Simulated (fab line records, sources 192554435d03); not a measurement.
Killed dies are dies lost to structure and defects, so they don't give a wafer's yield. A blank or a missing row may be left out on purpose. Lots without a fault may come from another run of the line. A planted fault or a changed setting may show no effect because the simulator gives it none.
fab line records | flow n5_finfet
record lots=10 wafers=29 last_day=16
route steps=1938 shown SD_EPI_P@320 BEOL_M4@1082 BEOL_M5@1129
lots that met no fault: from a run of the same line without faults
start_h: hours from the record's first day to the start of the lot's first wafer shown | wait_h: hours since the lot's step before | " the same as in the row above | L1.1+2: a row that stands for several wafers | - no value, or no start given | * or withheld: withheld | < > ~ a bound
route shown NAME@n: a module of which the file shows steps, and the number in the route of the first | usual: mean/standard deviation of fault-free wafers | same: alike in all rows | chamber/n: place in a boat | sites: the reading at each site | _std_site: their standard deviation | _edge_site: outer sites' mean less inner sites' | radius_mm: how far each site lies from the wafer's centre | mask NAME#n: copy n | behind: the tool/chamber that last shaped the wafer | hold: why the lot was held/for how many hours/how that ended | device: the transistor (n, p or np) that didn't switch | end of line: the same wafers' tests at the end of the route | a step without rows: its recipe alone | killed: dies lost to structure and defects at the first sort, not the wafer's yield | map: a wafer's dies, x killed, . not, _ none there
set.NAME: the setting as run; set.NAME@STEP: as run at that earlier step | model.NAME: the simulator's own value behind a step, which no gauge read
steps of the route over a sample of lots; a table a step, a row a wafer
services: from which hour (start_h, from the record's first day; less than 0 if before it) a tool's chamber was out of use, for how many hours, and why
## steps
# step N5_SD_EPI_P_VAPOR_ETCH_44
# recipe chemistry=NF3/Ar target=SiGe30 temp_c=25 time_s=3.3 mode=isotropic
# columns lot.wafer tool chamber start_h wait_h
L729.1+3+6 epi_rpcvd-02 0 56.73 0.1
L731.1+4+6 epi_rpcvd-03 0 67.11 0.1
L733.1+2+5 epi_rpcvd-03 0 81.22 0.1
L738.2+3+4 epi_rpcvd-03 0 110.08 0.1
L739.1+2+3 epi_rpcvd-03 0 117.88 0.1
L740.1+2+3 epi_rpcvd-03 0 122.99 0.1
L742.1+5+6 epi_rpcvd-03 0 134.68 0.1
L744.2+5+6 epi_rpcvd-03 0 145.44 0.1
L746.1+3 epi_rpcvd-03 0 157.19 0.1
L748.2+5+6 epi_rpcvd-03 0 168.29 0.1
# step N5_BEOL_M4_SURFACE_TREAT_85
# recipe gas=Ar time_s=* ion_energy_ev=* ion_current_ma_cm2=0.5 pressure_mtorr=* ar_flow_sccm=30
# usual throttle_valve_pct=*
# columns lot.wafer tool chamber start_h wait_h throttle_valve_pct
L729.1 pvd_sputter-01 - 156.07 0.3 *
L729.3 " - " " *
L729.6 " - " " *
L731.1 pvd_sputter-02 - 164.35 0.1 *
L731.4 " - " " *
L731.6 " - " " *
L733.1 pvd_sputter-01 - 195.86 0.2 *
L733.2 " - " " *
L733.5 " - " " *
L738.2 pvd_sputter-03 - 213.38 2.1 *
L738.3 " - " " *
L738.4 " - " " *
L739.1 pvd_sputter-03 - 218.36 0.6 *
L739.2 " - " " *
L739.3 " - " " *
L740.1 pvd_sputter-03 - 228.20 0.4 *
L740.2 " - " " *
L740.3 " - " " *
L742.1 pvd_sputter-01 - 244.01 0.2 *
L742.5 " - " " *
L742.6 " - " " *
L744.2 pvd_sputter-03 - 258.81 0.4 *
L744.5 " - " " *
L744.6 " - " " *
L746.1 pvd_sputter-02 - 260.99 0.1 *
L746.3 " - " " *
L748.2 pvd_sputter-03 - 270.28 0.1 *
L748.5 " - " " *
L748.6 " - " " *
# step N5_BEOL_M4_SPUTTER_94
# recipe material=Cu target_thk_a=45 temp_c=-20 chamber_pressure_pa=0.07 power_w=withheld time_s=8.29
# usual throttle_valve_pct=30.3/1.1
# columns lot.wafer tool chamber start_h wait_h throttle_valve_pct
L729.1 pvd_sputter-01 - 157.85 0.1 31.3
L729.3 " - " " 31.0
L729.6 " - " " 31.3
L731.1 pvd_sputter-01 - 166.69 0.1 30.7
L731.4 " - " " 31.5
L731.6 " - " " 29.6
L733.1 pvd_sputter-01 - 197.74 0.1 29.7
L733.2 " - " " 31.3
L733.5 " - " " 31.6
L738.2 pvd_sputter-03 - 215.26 0.1 29.2
L738.3 " - " " 28.5
L738.4 " - " " 31.5
L739.1 pvd_sputter-03 - 220.18 0.1 29.2
L739.2 " - " " 28.6
L739.3 " - " " 31.8
L740.1 pvd_sputter-02 - 230.23 0.1 29.1
L740.2 " - " " 31.5
L740.3 " - " " 30.4
L742.1 pvd_sputter-01 - 245.81 0.1 31.4
L742.5 " - " " 31.6
L742.6 " - " " 29.8
L744.2 pvd_sputter-02 - 260.61 0.1 30.5
L744.5 " - " " 29.1
L744.6 " - " " 30.4
L746.1 pvd_sputter-02 - 262.76 0.1 29.7
L746.3 " - " " 28.9
L748.2 pvd_sputter-03 - 272.28 0.1 28.3
L748.5 " - " " 31.7
L748.6 " - " " 29.0
# step N5_BEOL_M4_RC_MEAS_101
# usual DIBL_N=35.8/1.8 DIBL_P=35.6/2 IOFF_N=0.148/0.028 IOFF_P=0.20/0.034 IOFF_P_85C=3.5/0.49 IOFF_P_LIN=0.096/0.014 ION_N=672/12 ION_P=462/8.5 REXT_P=100.4/2.1 SS_N=71.2/0.65 SS_P=73.1/0.67 VT_N=251/3.3 VT_P=-251/3.8
# columns lot.wafer tool chamber start_h wait_h DIBL_N[mV/V] DIBL_P[mV/V] IOFF_N[nA/um] IOFF_P[nA/um] IOFF_P_85C[nA/um] IOFF_P_LIN[nA/um] ION_N[uA/um] ION_P[uA/um] REXT_P[ohm.um] SS_N[mV/dec] SS_P[mV/dec] VT_N[mV] VT_P[mV]
L729.1 prober-02 0 159.17 0.0 34.6 35.2 0.150 0.16 2.9 0.076 674 449 99.5 71.1 72.6 252 -258
L729.3 " 0 " " 32.9 34.3 0.119 0.15 2.8 0.073 660 454 97.4 70.7 72.5 253 -257
L729.6 " 0 " " 34.0 36.4 0.145 0.17 3.1 0.081 677 459 97.4 71.5 73.4 251 -255
L731.1 prober-01 0 168.26 0.0 35.3 35.9 0.161 0.22 3.9 0.106 685 471 98.7 71.8 73.3 252 -248
L731.4 " 0 " " 34.6 34.8 0.154 0.20 3.6 0.098 675 462 100.2 71.3 73.1 250 -248
L731.6 " 0 " " 35.5 35.3 0.159 0.22 3.8 0.104 682 471 97.4 72.4 72.5 252 -248
L733.1 prober-01 0 199.23 0.0 36.3 37.7 0.161 0.19 3.3 0.092 686 464 99.1 71.5 72.9 250 -256
L733.2 " 0 " " 35.4 38.2 0.152 0.20 3.4 0.094 674 463 100.9 71.5 72.6 252 -254
L733.5 " 0 " " 36.7 37.9 0.165 0.19 3.4 0.092 671 461 99.9 71.0 73.1 250 -256
L738.2 prober-02 0 218.26 0.2 34.6 34.3 0.121 0.19 3.4 0.098 663 457 102.0 70.1 73.5 253 -249
L738.3 " 0 " " 35.9 35.7 0.136 0.21 3.7 0.105 674 467 101.5 71.3 72.8 252 -247
L738.4 " 0 " " 35.2 34.7 0.137 0.19 3.5 0.101 677 468 101.2 70.8 72.4 250 -249
L739.1 prober-01 0 221.50 0.0 38.0 37.4 0.178 0.21 3.6 0.095 676 456 97.5 71.5 73.8 252 -254
L739.2 " 0 " " 34.9 34.3 0.117 0.17 3.0 0.084 656 454 96.0 71.0 73.0 255 -252
L739.3 " 0 " " 33.6 32.3 0.105 0.14 2.6 0.073 661 450 97.2 69.8 72.1 255 -256
L740.1 prober-01 0 231.54 0.0 35.1 34.7 0.135 0.18 3.1 0.087 666 458 99.3 71.8 71.9 252 -251
L740.2 " 0 " " 35.3 35.3 0.146 0.18 3.3 0.091 673 456 100.3 71.5 72.5 249 -251
L740.3 " 0 " " 34.7 34.5 0.150 0.18 3.2 0.091 697 468 100.9 70.6 72.7 248 -251
L742.1 prober-02 0 247.13 0.0 39.7 38.6 0.244 0.31 5.0 0.138 677 467 99.7 73.2 74.3 245 -242
L742.5 " 0 " " 36.7 35.2 0.162 0.25 4.2 0.120 668 468 99.6 72.6 73.2 252 -243
L742.6 " 0 " " 38.2 37.0 0.192 0.27 4.6 0.126 669 459 98.9 72.4 74.0 248 -248
L744.2 prober-02 0 262.13 0.2 32.9 33.5 0.126 0.21 3.7 0.104 676 472 99.5 70.3 73.4 251 -248
L744.5 " 0 " " 35.7 39.6 0.171 0.37 5.9 0.165 688 498 91.5 71.7 75.2 247 -236
L744.6 " 0 " " 34.3 34.1 0.139 0.22 3.7 0.108 684 471 99.3 71.1 73.3 252 -244
L746.1 prober-02 0 264.20 0.0 38.4 43.3 0.153 0.29 5.0 0.123 669 471 89.6 71.5 74.8 255 -245
L746.3 " 0 " " 33.9 33.7 0.088 0.12 2.4 0.063 642 441 98.2 71.0 72.9 262 -259
L748.2 prober-02 0 273.91 0.2 36.9 35.4 0.152 0.17 3.1 0.087 679 453 102.3 70.9 73.3 251 -255
L748.5 " 0 " " 36.9 40.0 0.153 0.28 4.7 0.128 675 473 93.4 71.9 73.6 252 -245
L748.6 " 0 " " 35.5 35.7 0.140 0.18 3.2 0.091 682 465 101.9 71.0 73.2 251 -252
# step N5_BEOL_M5_DESCUM_16
# recipe chemistry=O2 time_s=7 source_power_w=50 bias_power_w=20 pressure_mtorr=20 rf_frequency_hz=2.712e+07 temp_c=40 resist=CAR-EUV o2_flow_sccm=225
# usual drypump_motor_current_A=5.5/0.44 oes_product_au=0.80/0.11 rf_vpp_V=243.3/1.3 showerhead_plenum_p_Torr=2.10/0.064 throttle_valve_pct=20.30/0.29
# columns lot.wafer tool chamber start_h wait_h drypump_motor_current_A oes_product_au rf_hours_counter_h rf_vpp_V showerhead_plenum_p_Torr throttle_valve_pct
L729.1 rie_diel-01 2 162.41 0.1 5.4 0.71 173 243.1 2.09 20.55
L729.3 " 0 " " 5.3 0.84 72 244.6 2.22 20.42
L729.6 " 3 " " 5.7 0.71 - 244.3 2.16 20.30
L731.1 rie_diel-02 2 171.67 0.0 5.1 0.73 203 241.6 2.08 20.30
L731.4 " 0 " " 6.5 0.68 246 244.5 2.13 20.21
L731.6 " 2 " " 5.1 0.73 - 242.6 2.08 20.31
L733.1 rie_diel-01 0 203.86 0.1 5.3 0.81 85 244.2 2.21 20.45
L733.2 " 2 " " 5.4 0.71 186 242.4 2.08 20.59
L733.5 " 2 " " 5.4 0.70 - 242.5 2.08 20.57
L738.2 rie_diel-01 1 221.64 0.2 5.9 0.96 12 242.7 2.05 19.86
L738.3 " 0 " " 5.3 0.81 90 244.4 2.21 20.46
L738.4 " 2 " " 5.4 0.71 190 243.7 2.08 20.58
L739.1 rie_diel-01 3 224.75 0.3 5.7 0.70 207 243.5 2.15 20.32
L739.2 " 2 " " 5.4 0.70 192 241.7 2.08 20.59
L739.3 " 0 " " 5.3 0.82 91 245.2 2.21 20.46
L740.1 rie_diel-01 1 234.08 0.4 5.9 0.94 16 242.8 2.05 19.87
L740.2 " 0 " " 5.3 0.80 94 245.3 2.21 20.47
L740.3 " 2 " " 5.4 0.70 194 243.6 2.08 20.59
L742.1 rie_diel-01 2 251.35 0.0 5.4 0.70 200 243.2 2.08 20.59
L742.5 " 2 " " 5.4 0.70 - 241.7 2.08 20.61
L742.6 " 1 " " 5.9 0.94 - 242.7 2.05 19.88
L744.2 rie_diel-04 1 264.41 0.0 5.1 0.94 20 243.4 2.12 19.95
L744.5 " 3 " " 5.9 0.68 - 240.9 1.98 20.87
L744.6 " 2 " " 4.7 0.86 - 244.8 2.21 20.18
L746.1 rie_diel-02 0 267.00 0.1 6.5 0.91 16 245.0 2.13 19.78
L746.3 " 3 " " 5.0 0.84 70 243.1 2.03 20.43
L748.2 rie_diel-02 0 278.26 0.0 6.5 0.90 20 241.7 2.13 19.78
L748.5 " 1 " " 5.6 0.72 - 244.2 2.16 20.57
L748.6 " 2 " " 5.1 0.69 - 242.3 2.07 20.36
## services
# columns tool chamber start_h hours kind
epi_rpcvd-02 - 35.67 14.6 pm
rie_diel-02 3 35.77 - clean
rie_diel-02 3 35.77 - consumable_replace:focus_ring
rie_diel-02 3 35.77 19.6 scheduled_down
rie_diel-02 3 35.77 19.6 vent_cycle
rie_diel-01 0 42.37 4.5 repair
rie_diel-04 - 44.68 15.6 pm
rie_diel-01 0 51.11 3.1 repair
pvd_sputter-03 - 55.67 2.4 repair
rie_diel-02 2 57.22 10.9 repair
rie_diel-02 - 84.23 0.9 repair
rie_diel-02 2 87.37 1.3 repair
rie_diel-02 1 89.59 5.3 repair
rie_diel-01 1 91.99 3.6 repair
rie_diel-02 2 94.72 4.8 repair
rie_diel-01 1 151.64 - clean
rie_diel-01 1 151.64 - consumable_replace:focus_ring
rie_diel-01 1 151.64 17.7 scheduled_down
rie_diel-01 1 151.64 17.7 vent_cycle
rie_diel-01 1 187.31 5.4 repair
rie_diel-02 0 227.10 2.8 repair
rie_diel-02 1 264.14 12.0 repair
epi_rpcvd-03 - 270.57 1.0 repair
epi_rpcvd-03 - 272.25 1.0 repair
## key
first_sign step=N5_BEOL_M4_RC_MEAS_101 reading=REXT_P direction=down sigmas=4.3 usual=100.4 struck=91.5
effect step=N5_BEOL_M4_RC_MEAS_101 reading=IOFF_P_85C direction=up sigmas=3.5 usual=3.5 struck=5.2
effect step=N5_BEOL_M4_RC_MEAS_101 reading=IOFF_P direction=up sigmas=3.4 usual=0.20 struck=0.32
effect step=N5_BEOL_M4_RC_MEAS_101 reading=IOFF_P_LIN direction=up sigmas=3.1 usual=0.096 struck=0.139
effect step=N5_BEOL_M4_RC_MEAS_101 reading=DIBL_P direction=up sigmas=2.8 usual=35.6 struck=41.0 wafers_moved=1
effect step=N5_BEOL_M4_RC_MEAS_101 reading=ION_P direction=up sigmas=2.3 usual=462 struck=481
effect step=N5_BEOL_M4_RC_MEAS_101 reading=SS_P direction=up sigmas=2.3 usual=73.1 struck=74.6
effect step=N5_BEOL_M4_RC_MEAS_101 reading=VT_P direction=up sigmas=2.2 usual=-251 struck=-242
met_at N5_SD_EPI_P_VAPOR_ETCH_44
struck_lots L744,L746,L748
struck_wafers L744.5,L746.1,L748.5
not_acting_at N5_BEOL_M4_SURFACE_TREAT_85,N5_BEOL_M4_SPUTTER_94,N5_BEOL_M5_DESCUM_16
onset_between 134.68 145.44
fault kind=process_parameter_drift tool=epi_rpcvd-03 chamber=- onset_h=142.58 steps=N5_SD_EPI_P_VAPOR_ETCH_44 channel=time_s offset=* shape=step end_h=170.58 scope=struck_wafers_only acts_in=* stated=*
